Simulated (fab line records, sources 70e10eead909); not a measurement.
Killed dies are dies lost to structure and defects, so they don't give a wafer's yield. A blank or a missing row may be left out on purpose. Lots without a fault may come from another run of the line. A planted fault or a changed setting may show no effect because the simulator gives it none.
fab line records | flow nand_harc | part 1 of 2: steps 1 to 24 of 34
record lots=5 wafers=15 last_day=33
route steps=1302 shown THIN_TSV@1260
lots that met no fault: from a run of the same line without faults
start_h: hours from the record's first day to the start of the lot's first wafer shown | wait_h: hours since the lot's step before | " the same as in the row above | L1.1+2: a row that stands for several wafers | - no value, or no start given | * or withheld: withheld | < > ~ a bound
route shown NAME@n: a module of which the file shows steps, and the number in the route of the first | usual: mean/standard deviation of fault-free wafers | same: alike in all rows | chamber/n: place in a boat | sites: the reading at each site | _std_site: their standard deviation | _edge_site: outer sites' mean less inner sites' | radius_mm: how far each site lies from the wafer's centre | mask NAME#n: copy n | behind: the tool/chamber that last shaped the wafer | hold: why the lot was held/for how many hours/how that ended | device: the transistor (n, p or np) that didn't switch | end of line: the same wafers' tests at the end of the route | a step without rows: its recipe alone | killed: dies lost to structure and defects at the first sort, not the wafer's yield | map: a wafer's dies, x killed, . not, _ none there
set.NAME: the setting as run; set.NAME@STEP: as run at that earlier step | model.NAME: the simulator's own value behind a step, which no gauge read
lots at some steps of the route; a table a step, a row a wafer
services: from which hour (start_h, from the record's first day; less than 0 if before it) a tool's chamber was out of use, for how many hours, and why
## steps
# step NHARC_THIN_TSV_HARDBAKE_13
# recipe temp_c=125 time_s=80
# usual chill_plate_temp_C=23.00/0.093
# columns lot.wafer tool chamber start_h wait_h chill_plate_temp_C
L074.3 litho_track-05 0 545.91 - 23.27
L074.5 " 0 " " 23.06
L074.6 " 0 " " 23.05
L076.1 litho_track-05 0 563.46 - 22.96
L076.5 " 0 " " 23.09
L076.6 " 0 " " 22.94
L080.3 litho_track-05 0 600.88 - 23.03
L080.4 " 0 " " 22.95
L080.6 " 0 " " 23.08
L088.1 litho_track-05 0 689.46 - 23.05
L088.2 " 0 " " 23.00
L088.5 " 0 " " 23.10
L097.1 litho_track-05 0 778.90 - 23.03
L097.5 " 0 " " 22.95
L097.6 " 0 " " 23.04
# step NHARC_THIN_TSV_DESCUM_14
# recipe time_s=3 o2_flow_sccm=200 ar_flow_sccm=0 bias_power_w=0 chemistry=O2
# usual drypump_motor_current_A=5.9/0.33 mfc_ar_sccm=0.005/0.0087 oes_product_au=1.002/0.013 rf_vpp_V=57.8/0.92 showerhead_plenum_p_Torr=1.90/0.081 throttle_valve_pct=11.312/0.0086
# columns lot.wafer tool chamber start_h wait_h drypump_motor_current_A mfc_ar_sccm oes_product_au rf_hours_counter_h rf_vpp_V showerhead_plenum_p_Torr throttle_valve_pct
L074.3 rie_diel-05 2 546.01 - 5.6 0.022 0.992 7.1 57.6 1.98 11.308
L074.5 " 3 " " 5.5 0 0.994 - 56.4 1.78 11.319
L074.6 " 0 " " 6.0 0 1.004 - 57.0 1.90 11.306
L076.1 rie_diel-04 1 563.56 - 5.7 0 0.991 1.7 58.8 1.98 11.312
L076.5 " 2 " " 6.0 0.003 1.010 - 56.9 1.91 11.299
L076.6 " 3 " " 6.4 0 1.006 - 55.3 1.89 11.324
L080.3 rie_diel-04 3 600.96 - 6.4 0 1.019 3.0 56.7 1.89 11.311
L080.4 " 0 " " 5.6 0.021 1.000 3.1 57.7 1.82 11.298
L080.6 " 3 " " 6.4 0 1.004 - 57.9 1.89 11.313
L088.2 rie_diel-04 0 689.56 - 5.6 0.021 1.000 8.0 58.7 1.82 11.306
L088.1 " 1 " " 5.8 0 0.995 8.5 57.7 1.98 11.299
L088.5 " 3 " " 6.4 0 1.015 - 58.5 1.89 11.313
L097.1 rie_diel-06 0 778.98 - 6.6 0 1.007 4.5 58.4 2.05 11.310
L097.5 " 0 " " 6.5 0 1.002 - 58.4 2.05 11.311
L097.6 " 1 " " 6.1 0 1.000 - 57.7 1.78 11.320
# step NHARC_THIN_TSV_ETCH_44
# recipe target_depth_a=15942 time_s=797.1 cf4_flow_sccm=150 o2_flow_sccm=10 ar_flow_sccm=0 rf_w=300 bias_w=800 chemistry=CF4/O2
# usual cf4_flow_sccm=150.1/0.44 drypump_motor_current_A=5.9/0.33 mfc_ar_sccm=0.006/0.0089 oes_product_au=1.000/0.013 rf_vpp_V=794/4.5 showerhead_plenum_p_Torr=1.82/0.071 throttle_valve_pct=16.914/0.0091
# columns lot.wafer tool chamber start_h wait_h cf4_flow_sccm drypump_motor_current_A mfc_ar_sccm oes_product_au rf_hours_counter_h rf_vpp_V showerhead_plenum_p_Torr throttle_valve_pct
L074.3 rie_diel-05 2 546.24 0.2 151.0 5.5 0.022 0.993 7.2 797 1.89 16.915
L074.5 " 3 " " 150.0 5.5 0 0.987 - 787 1.71 16.890
L074.6 " 0 " " 149.8 6.0 0 0.987 - 795 1.82 16.922
L076.1 rie_diel-04 0 563.68 0.1 149.9 5.6 0.021 0.987 1.5 789 1.75 16.925
L076.5 " 3 " " 149.8 6.4 0 1.018 - 793 1.82 16.909
L076.6 " 0 " " 149.9 5.6 0.021 0.991 - 789 1.75 16.916
L080.4 rie_diel-04 0 601.10 0.1 150.2 5.6 0.021 0.996 3.2 789 1.75 16.898
L080.3 " 2 " " 150.5 6.0 0.003 0.991 3.5 794 1.83 16.905
L080.6 " 0 " " 149.9 5.6 0.021 1.001 - 789 1.75 16.910
L088.1 rie_diel-04 2 689.74 0.2 149.6 6.0 0.003 1.012 7.6 795 1.83 16.911
L088.2 " 3 " " 150.1 6.4 0 1.034 8.1 794 1.81 16.924
L088.5 " 0 " " 149.9 5.6 0.021 1.016 - 788 1.75 16.891
L097.1 rie_diel-06 3 779.12 0.1 149.7 5.6 0.002 1.004 4.3 793 1.80 16.921
L097.5 " 2 " " 150.3 6.1 0.019 1.001 - 798 1.90 16.901
L097.6 " 3 " " 149.6 5.6 0.002 1.001 - 792 1.80 16.913
# step NHARC_THIN_TSV_ETCH_15
# recipe target_depth_a=30000 bosch_target_overetch_cycles=2 bosch_etch_step_s=2.8 bosch_dep_step_s=1.2 bosch_cycles=14
# usual drypump_motor_current_A=5.8/0.41
# columns lot.wafer tool chamber start_h wait_h drypump_motor_current_A rf_hours_counter_h
L074.3 rie_si-06 2 546.66 - 5.1 0.73
L074.6 " 0 " " 5.9 -
L074.5 " 1 " " 5.5 -
L076.1 rie_si-03 2 564.23 - 6.5 0.78
L076.5 " 3 " " 5.7 -
L076.6 " 0 " " 6.5 -
L080.3 rie_si-06 0 601.63 - 5.9 0.92
L080.4 " 2 " " 5.1 1.00
L080.6 " 0 " " 5.9 -
L088.1 rie_si-03 0 690.19 - 6.4 0.61
L088.2 " 3 " " 5.7 0.60
L088.5 " 1 " " 5.1 -
L097.1 rie_si-03 3 779.68 - 5.7 0.11
L097.5 " 0 " " 6.4 -
L097.6 " 1 " " 5.1 -
# step NHARC_THIN_TSV_CD_MEAS_16
# usual cd_nm=1001/3.5
# columns lot.wafer tool chamber start_h wait_h cd_nm
L074.3 cd_sem-03 - 546.79 0.1 1001
L074.5 " - " " 1000
L074.6 " - " " 1002
L076.1 cd_sem-02 - 564.34 0.1 999
L076.5 " - " " 1000
L076.6 " - " " 995
L080.3 cd_sem-03 - 601.76 0.1 1003
L080.4 " - " " 1000
L080.6 " - " " 1001
L088.1 cd_sem-03 - 690.33 0.1 1003
L088.2 " - " " 1001
L088.5 " - " " 997
L097.1 cd_sem-02 - 779.78 0.1 998
L097.5 " - " " 1003
L097.6 " - " " 998
# step NHARC_THIN_TSV_STRIP_45
# recipe power_w=1500 temp_c=250 chemistry=O2
# usual drypump_motor_current_A=5.7/0.32 heater_power_w=342/34 temp_c=249.98/0.17
# columns lot.wafer tool chamber start_h wait_h drypump_motor_current_A heater_power_w rf_hours_counter_h temp_c
L074.3 plasma_asher-01 0 546.95 0.2 5.4 371 - 250.00
L074.6 " 0 " " 5.4 375 - 249.93
L074.5 " 1 " " 6.1 302 - 249.86
L076.1 plasma_asher-01 1 564.46 0.1 6.1 308 10 249.89
L076.5 " 0 " " 5.4 381 - 249.95
L076.6 " 1 " " 6.1 307 - 250.08
L080.3 plasma_asher-01 0 601.93 0.2 5.4 372 - 249.75
L080.4 " 1 " " 6.1 299 - 250.03
L080.6 " 0 " " 5.4 379 - 249.69
L088.1 plasma_asher-01 0 690.41 0.1 5.4 378 35 249.85
L088.2 " 1 " " 6.1 301 35 250.02
L088.5 " 1 " " 6.1 291 - 250.12
L097.1 plasma_asher-02 1 779.86 0.1 5.9 346 35 250.29
L097.6 " 1 " " 6.0 351 - 250.29
L097.5 " 0 " " 5.4 327 - 249.81
# step NHARC_THIN_TSV_STRIP_46
# recipe time_s=1200 temp_c=72.5 chemistry=post_etch_residue_remover
# usual temp_c=72.51/0.12
# columns lot.wafer tool chamber start_h wait_h temp_c
L074.6 wet_bench-10 1 547.21 0.1 72.35
L074.3 " 3 " " 72.50
L074.5 " 5 " " 72.54
L076.5 wet_bench-08 6 564.76 0.1 72.36
L076.6 " 7 " " 72.36
L076.1 " 1 " " 72.43
L080.3 wet_bench-10 0 602.20 0.2 72.62
L080.4 " 1 " " 72.50
L080.6 " 2 " " 72.60
L088.2 wet_bench-08 1 690.76 0.3 72.43
L088.5 " 3 " " 72.55
L088.1 " 6 " " 72.55
L097.1 wet_bench-10 2 780.20 0.3 72.34
L097.5 " 4 " " 72.25
L097.6 " 5 " " 72.41
# step NHARC_THIN_TSV_DEP_47
# recipe target_thk_a=2000 temp_c=withheld pressure_torr=6.5 rf_w=900 teos_flow_sccm=161.4 flow_sccm=2650 target_thk_nm=200 gas=O2 material=SiO2
# usual throttle_valve_pct=16.3/0.47
# columns lot.wafer tool chamber start_h wait_h throttle_valve_pct
L074.3 pecvd-01 2 547.75 - 16.0
L074.6 " 0 " " 15.7
L074.5 " 1 " " 16.2
L076.1 pecvd-02 0 565.26 - 17.2
L076.5 " 2 " " 16.9
L076.6 " 1 " " 15.3
L080.3 pecvd-02 1 602.64 - 15.3
L080.6 " 2 " " 16.6
L080.4 " 0 " " 16.5
L088.2 pecvd-04 1 691.21 - 16.6
L088.1 " 0 " " 16.3
L088.5 " 2 " " 15.8
L097.1 pecvd-04 0 780.72 - 16.5
L097.6 " 0 " " 16.6
L097.5 " 1 " " 16.5
# step NHARC_THIN_TSV_ETCHBACK_48
# recipe target_depth_a=10285 over_etch_frac=0.3 time_s=405.17 ion_energy_ev=250 c4f8_flow_sccm=withheld ar_flow_sccm=withheld rf_w=600 bias_w=300 chemistry=C4F8/Ar
# usual oes_product_au=0.938/0.029 rf_vpp_V=546/3.2
# columns lot.wafer tool chamber start_h wait_h oes_product_au rf_hours_counter_h rf_vpp_V
L074.3 rie_diel-05 0 548.13 - 0.914 6.7 546
L074.5 " 2 " " 0.923 - 550
L074.6 " 3 " " 0.906 - 541
L076.1 rie_diel-04 1 565.72 - 0.921 2.0 549
L076.5 " 2 " " 0.930 - 547
L076.6 " 3 " " 0.937 - 547
L080.4 rie_diel-06 1 603.08 - 1.034 5.8 542
L080.3 " 2 " " 1.040 5.5 549
L080.6 " 1 " " 1.039 - 542
L088.1 rie_diel-04 2 691.64 - 0.918 7.9 547
L088.2 " 0 " " 0.914 8.7 544
L088.5 " 2 " " 0.923 - 547
L097.1 rie_diel-04 3 781.11 - 0.928 4.7 546
L097.5 " 2 " " 0.920 - 548
L097.6 " 3 " " 0.931 - 545
# step NHARC_THIN_TSV_STRIP_62
# recipe power_w=1500 temp_c=250 time_s=20 chemistry=N2/H2
# usual drypump_motor_current_A=5.7/0.32 heater_power_w=343/35 temp_c=250.02/0.17
# columns lot.wafer tool chamber start_h wait_h drypump_motor_current_A heater_power_w rf_hours_counter_h temp_c
L074.3 plasma_asher-02 0 548.46 - 5.4 323 - 250.00
L074.5 " 0 " " 5.5 341 - 249.85
L074.6 " 1 " " 5.9 378 - 250.05
L076.1 plasma_asher-02 0 565.96 - 5.4 340 26 250.00
L076.6 " 0 " " 5.4 343 - 250.30
L076.5 " 1 " " 5.9 384 - 249.82
L080.3 plasma_asher-01 1 603.44 - 6.1 306 - 249.63
L080.4 " 0 " " 5.4 381 - 250.00
L080.6 " 0 " " 5.4 373 - 249.91
L088.2 plasma_asher-01 0 691.97 - 5.4 375 35 250.05
L088.1 " 1 " " 6.1 301 35 249.72
L088.5 " 1 " " 6.0 314 - 250.15
L097.1 plasma_asher-01 0 781.44 - 5.4 366 15 249.79
L097.6 " 0 " " 5.4 378 - 249.99
L097.5 " 1 " " 6.1 293 - 249.77
# step NHARC_THIN_TSV_DEGAS_49
# recipe temp_c=300 time_s=120
# usual heater_power_w=459/44
# columns lot.wafer tool chamber start_h wait_h heater_power_w
L074.3 pvd_sputter-03 - 548.59 0.1 482
L074.5 " - " " 473
L074.6 " - " " 384
L076.1 pvd_sputter-02 - 566.13 0.1 424
L076.6 " - " " 437
L076.5 " - " " 508
L080.4 pvd_sputter-01 - 603.58 0.1 462
L080.3 " - " " 504
L080.6 " - " " 476
L088.2 pvd_sputter-03 - 692.14 0.1 476
L088.1 " - " " 455
L088.5 " - " " 482
L097.1 pvd_sputter-01 - 781.62 0.2 449
L097.5 " - " " 411
L097.6 " - " " 421
# step NHARC_THIN_TSV_PRE_CLEAN_50
# recipe time_s=30 temp_c=280 gas=H2/He
# usual heater_power_w=405/38
# columns lot.wafer tool chamber start_h wait_h heater_power_w
L074.3 pvd_sputter-03 - - - 335
L074.5 " - " " 326
L074.6 " - " " 403
L076.1 pvd_sputter-02 - - - 429
L076.5 " - " " 442
L076.6 " - " " 426
L080.4 pvd_sputter-01 - - - 418
L080.3 " - " " 455
L080.6 " - " " 412
L088.2 pvd_sputter-03 - - - 348
L088.1 " - " " 405
L088.5 " - " " 332
L097.1 pvd_sputter-01 - - - 383
L097.5 " - " " 388
L097.6 " - " " 431
# step NHARC_THIN_TSV_PVD_19
# recipe target_thk_a=200 chamber_pressure_pa=5 material=TaN
# usual throttle_valve_pct=29.8/1.1
# columns lot.wafer tool chamber start_h wait_h throttle_valve_pct
L074.3 pvd_sputter-03 - - - 29.8
L074.5 " - " " 27.2
L074.6 " - " " 30.7
L076.1 pvd_sputter-02 - - - 30.8
L076.5 " - " " 30.6
L076.6 " - " " 31.0
L080.3 pvd_sputter-01 - - - 30.2
L080.4 " - " " 29.7
L080.6 " - " " 31.1
L088.1 pvd_sputter-03 - - - 31.0
L088.2 " - " " 27.3
L088.5 " - " " 29.0
L097.1 pvd_sputter-01 - - - 28.6
L097.6 " - " " 29.8
L097.5 " - " " 31.2
# step NHARC_THIN_TSV_PVD_51
# recipe target_thk_a=1000 chamber_pressure_pa=5 material=Cu
# usual throttle_valve_pct=29.8/1.1
# columns lot.wafer tool chamber start_h wait_h throttle_valve_pct
L074.3 pvd_sputter-03 - - - 27.4
L074.5 " - " " 27.4
L074.6 " - " " 31.0
L076.1 pvd_sputter-02 - - - 30.2
L076.5 " - " " 29.6
L076.6 " - " " 29.5
L080.3 pvd_sputter-01 - - - 30.5
L080.4 " - " " 29.0
L080.6 " - " " 30.3
L088.1 pvd_sputter-03 - - - 27.3
L088.2 " - " " 31.0
L088.5 " - " " 30.1
L097.1 pvd_sputter-01 - - - 30.7
L097.6 " - " " 28.6
L097.5 " - " " 29.7
# step NHARC_THIN_TSV_ECD_20
# recipe target_thk_a=20000 material=Cu
# columns lot.wafer tool chamber start_h wait_h
L074.3+5+6 ecd_cu-02 0,0,1 549.24 -
L076.1+6+5 ecd_cu-01 0,1,0 566.69 -
L080.4+3+6 ecd_cu-01 0,1,0 604.23 -
L088.2+1+5 ecd_cu-02 0,1,0 692.59 -
L097.1+5+6 ecd_cu-02 0,1,0 782.16 -
# step NHARC_THIN_TSV_ANNEAL_52
# recipe temp_c=225 time_s=90
# usual wafer_temp_C_max=225.90/0.23
# columns lot.wafer tool chamber start_h wait_h wafer_temp_C_max
L074.3 rtp_anneal-02 0 549.87 0.5 226.00
L074.5 " 0 " " 226.15
L074.6 " 0 " " 225.77
L076.1 rtp_anneal-01 0 567.32 0.5 225.88
L076.5 " 0 " " 225.95
L076.6 " 0 " " 225.89
L080.3 rtp_anneal-01 0 604.86 0.4 226.27
L080.4 " 0 " " 225.97
L080.6 " 0 " " 226.08
L088.1 rtp_anneal-01 0 693.32 0.5 225.69
L088.2 " 0 " " 225.72
L088.5 " 0 " " 225.71
L097.1 rtp_anneal-01 0 782.81 0.6 226.05
L097.5 " 0 " " 226.06
L097.6 " 0 " " 226.53
# step NHARC_THIN_TSV_CMP_21
# recipe t_overpolish_s=30 target_thk_nm=2000
# usual motor_current_A=12.6/1.1 overpolish_run_s=30.002/0.0095 slurry_flow_ml_min=150.0/0.49
# columns lot.wafer tool chamber start_h wait_h motor_current_A overpolish_run_s slurry_flow_ml_min
L074.3 cmp-01 3 550.20 - 11.9 30.009 149.7
L074.6 " 0 " " 12.9 29.999 150.2
L074.5 " 1 " " 13.8 30.002 149.5
L076.1 cmp-01 3 567.69 - 12.2 30.004 149.9
L076.5 " 2 " " 12.6 29.997 149.8
L076.6 " 3 " " 11.9 29.992 150.7
L080.3 cmp-01 2 605.16 - 12.6 30.002 149.9
L080.4 " 3 " " 12.0 30.002 150.4
L080.6 " 1 " " 13.9 30.009 150.5
L088.1 cmp-01 1 693.67 - 13.3 29.995 151.1
L088.2 " 0 " " 13.3 30.009 149.8
L088.5 " 2 " " 12.2 30.015 149.5
L097.1 cmp-04 2 783.24 - 14.0 29.999 150.1
L097.6 " 3 " " 12.8 30.023 149.6
L097.5 " 0 " " 11.7 29.996 149.8
# step NHARC_THIN_TSV_SRD_23
# columns lot.wafer tool chamber start_h wait_h
L074.6+5+3 wet_bench-08 7,0,2 550.47 0.0
L076.5+6+1 wet_bench-10 1,2,4 568.03 0.0
L080.4+3+6 wet_bench-08 0,3,5 605.46 0.0
L088.5+1+2 wet_bench-10 5,6,0 694.04 0.0
L097.6+1+5 wet_bench-08 2,3,5 783.52 0.0
# step NHARC_THIN_TSV_DEGAS_53
# recipe temp_c=300 time_s=60
# usual heater_power_w=461/43
# columns lot.wafer tool chamber start_h wait_h heater_power_w
L074.3 pvd_sputter-01 - 550.60 0.1 485
L074.6 " - " " 392
L074.5 " - " " 399
L076.1 pvd_sputter-03 - 568.12 0.1 535
L076.6 " - " " 537
L076.5 " - " " 479
L080.3 pvd_sputter-03 - 605.57 0.1 533
L080.4 " - " " 480
L080.6 " - " " 452
L088.2 pvd_sputter-03 - 694.15 0.1 457
L088.1 " - " " 521
L088.5 " - " " 473
L097.1 pvd_sputter-03 - 783.64 0.1 517
L097.5 " - " " 494
L097.6 " - " " 415
# step NHARC_THIN_TSV_PRE_CLEAN_54
# recipe time_s=30 temp_c=280 gas=H2/He
# usual heater_power_w=410/37
# columns lot.wafer tool chamber start_h wait_h heater_power_w
L074.3 pvd_sputter-01 - 550.66 0.1 423
L074.5 " - " " 352
L074.6 " - " " 423
L076.1 pvd_sputter-03 - 568.21 0.1 472
L076.6 " - " " 401
L076.5 " - " " 460
L080.3 pvd_sputter-03 - 605.63 0.1 410
L080.4 " - " " 399
L080.6 " - " " 335
L088.1 pvd_sputter-03 - 694.20 0.0 464
L088.2 " - " " 419
L088.5 " - " " 424
L097.1 pvd_sputter-03 - 783.68 0.0 378
L097.6 " - " " 369
L097.5 " - " " 413
# step NHARC_THIN_TSV_PVD_55
# recipe target_thk_a=500 material=TiN
# columns lot.wafer tool chamber start_h wait_h
L074.3+6+5 pvd_sputter-01 - 550.71 0.0
L076.1+6+5 pvd_sputter-03 - 568.32 0.1
L080.4+3+6 pvd_sputter-03 - 605.71 0.0
L088.2+1+5 pvd_sputter-03 - 694.33 0.1
L097.1+6+5 pvd_sputter-03 - 783.82 0.1
# step NHARC_THIN_TSV_PVD_24
# recipe target_thk_a=8000 power_w=withheld chamber_pressure_pa=withheld substrate_temp_c=withheld time_s=withheld gas=Ar material=Al
# columns lot.wafer tool chamber start_h wait_h
L074.3+5+6 pvd_sputter-01 - 550.86 0.1
L076.1+5+6 pvd_sputter-03 - 568.48 0.1
L080.4+3+6 pvd_sputter-03 - 605.91 0.2
L088.1+2+5 pvd_sputter-03 - 694.54 0.2
L097.1+5+6 pvd_sputter-03 - 783.91 0.1
# step NHARC_THIN_TSV_DEHYDRATE_25
# recipe temp_c=150 time_s=120
# usual chill_plate_temp_C=23.00/0.097
# columns lot.wafer tool chamber start_h wait_h chill_plate_temp_C
L074.3 litho_track-05 0 551.28 - 22.92
L074.5 " 0 " " 23.08
L074.6 " 0 " " 22.99
L076.1 litho_track-07 0 568.85 - 22.92
L076.5 " 0 " " 23.00
L076.6 " 0 " " 23.09
L080.3 litho_track-05 0 606.28 - 22.95
L080.4 " 0 " " 22.91
L080.6 " 0 " " 23.05
L088.1 litho_track-05 0 694.85 - 22.97
L088.2 " 0 " " 23.12
L088.5 " 0 " " 23.21
L097.1 litho_track-03 0 784.32 - 23.05
L097.5 " 0 " " 22.97
L097.6 " 0 " " 23.19
# step NHARC_THIN_TSV_HMDS_26
# recipe time_s=30
# usual chill_plate_temp_C=23.01/0.097
# columns lot.wafer tool chamber start_h wait_h chill_plate_temp_C
L074.3 litho_track-05 0 - - 23.01
L074.5 " 0 " " 22.88
L074.6 " 0 " " 23.04
L076.1 litho_track-07 0 - - 22.87
L076.5 " 0 " " 22.95
L076.6 " 0 " " 22.96
L080.3 litho_track-05 0 - - 23.08
L080.4 " 0 " " 23.07
L080.6 " 0 " " 23.07
L088.1 litho_track-05 0 - - 22.94
L088.2 " 0 " " 22.98
L088.5 " 0 " " 23.08
L097.1 litho_track-03 0 - - 22.99
L097.5 " 0 " " 23.05
L097.6 " 0 " " 22.98
